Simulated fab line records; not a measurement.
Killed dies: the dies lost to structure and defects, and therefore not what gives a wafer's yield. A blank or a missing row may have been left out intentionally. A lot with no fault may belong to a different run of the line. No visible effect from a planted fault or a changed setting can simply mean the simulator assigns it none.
Lot-split experiment | flow n5 finfet | on a route of 1938 steps: 7 lots, 21 wafers read

== ON THE SPLIT ==
At N5_BEOL_M1_EXPOSE_25 (exposes mask V0, defocus 5 nm, target cd 24 nm), the setting dose mj was moved away from the recipe's 63 on 5 of the 21 wafers read, by -5.5% to +6.1%. All remaining wafers had this setting at the recipe value.

== FROM THE SPLIT TO THE READING: what the file shows between them, 2 steps ==
- N5_BEOL_M1_PEB_26: peb time 60 s
- N5_BEOL_M1_DEVELOP_27: develop time 30 s

== THE READING ==
cd nm, in nm, at N5_BEOL_M1_CD_MEAS_28 (target cd y 23.3 nm). A value of 23.99 nm with a standard deviation of 0.24 nm is what fault-free wafers of this fab line usually give.

wafer  | tool, chamber at the split | dose mj as run | against the recipe | cd nm, nm | against lot-mates on the recipe
L075.1 | euv scanner-01, 0          | 66.48          | +5.5%              | 25.17     | +1.45
L075.2 | euv scanner-01, 0          | 63             | recipe             | 23.83     | -
L075.3 | euv scanner-01, 0          | 63             | recipe             | 23.62     | -
L076.3 | euv scanner-02, 0          | 61.62          | -2.2%              | 23.81     | -0.26
L076.4 | euv scanner-02, 0          | 61.62          | -2.2%              | 23.61     | -0.46
L076.5 | euv scanner-02, 0          | 63             | recipe             | 24.07     | -
L087.1 | euv scanner-02, 0          | 63             | recipe             | 23.72     | -
L087.5 | euv scanner-02, 0          | 63             | recipe             | 24.18     | -
L087.6 | euv scanner-02, 0          | 63             | recipe             | 23.66     | -
L090.2 | euv scanner-02, 0          | 59.52          | -5.5%              | 23.15     | -0.98
L090.5 | euv scanner-02, 0          | 63             | recipe             | 24.21     | -
L090.6 | euv scanner-02, 0          | 63             | recipe             | 24.05     | -
L092.2 | euv scanner-02, 0          | 63             | recipe             | 23.88     | -
L092.3 | euv scanner-02, 0          | 63             | recipe             | 24.05     | -
L092.6 | euv scanner-02, 0          | 63             | recipe             | 24.07     | -
L093.1 | euv scanner-02, 0          | 66.82          | +6.1%              | 24.66     | +0.96
L093.2 | euv scanner-02, 0          | 63             | recipe             | 23.84     | -
L093.6 | euv scanner-02, 0          | 63             | recipe             | 23.56     | -
L094.2 | euv scanner-02, 0          | 63             | recipe             | 23.88     | -
L094.4 | euv scanner-02, 0          | 63             | recipe             | 24.22     | -
L094.6 | euv scanner-02, 0          | 63             | recipe             | 23.87     | -

THE FIT
A straight line over all 21 wafers: cd nm changes by +0.154 nm for each +1% of dose mj; r = +0.86; the points scatter about the line by 0.22 nm.
The same after taking each lot's own level away (the mean of its wafers on the recipe; 21 wafers): +0.193 nm for each +1%; r = +0.94; scatter 0.17 nm.
The reading moves by 1.2 nm for the largest change in dose mj, on that fit.
The lots' own levels span 23.700 to 24.130 nm, that is 1.8 times the standard deviation above.
In other words, the slope is changed by the lot-to-lot level; the two fits disagree.
Check: with one of the wafers moved furthest among these (+6.1%) left out of the fit, the line predicts +1.33 nm for it against its lot-mates. Against them it came out at +0.96 nm.

== ADDITIONAL SPLITS CARRIED BY THESE WAFERS ==
Other splits were also applied to these wafers ahead of the reading. Each is held against what the fit with the lots' levels taken away leaves over:
other split on the same wafers       | wafers away from the commonest value | r with cd nm (lot level and that fit taken away)
N5_MOL_CONTACT_COAG_DESCUM_45 time s | 7                                    | +0.28
N5_BEOL_M0_SAQP_EXPOSE_37 dose mj    | 8                                    | -0.13
N5_BEOL_M0_SAQP_ALD_48 ald cycles    | 5                                    | -0.27

== THE FILE'S OWN FIT ==
cd nm changes by +0.195 nm for each +1% of dose mj, r = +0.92.
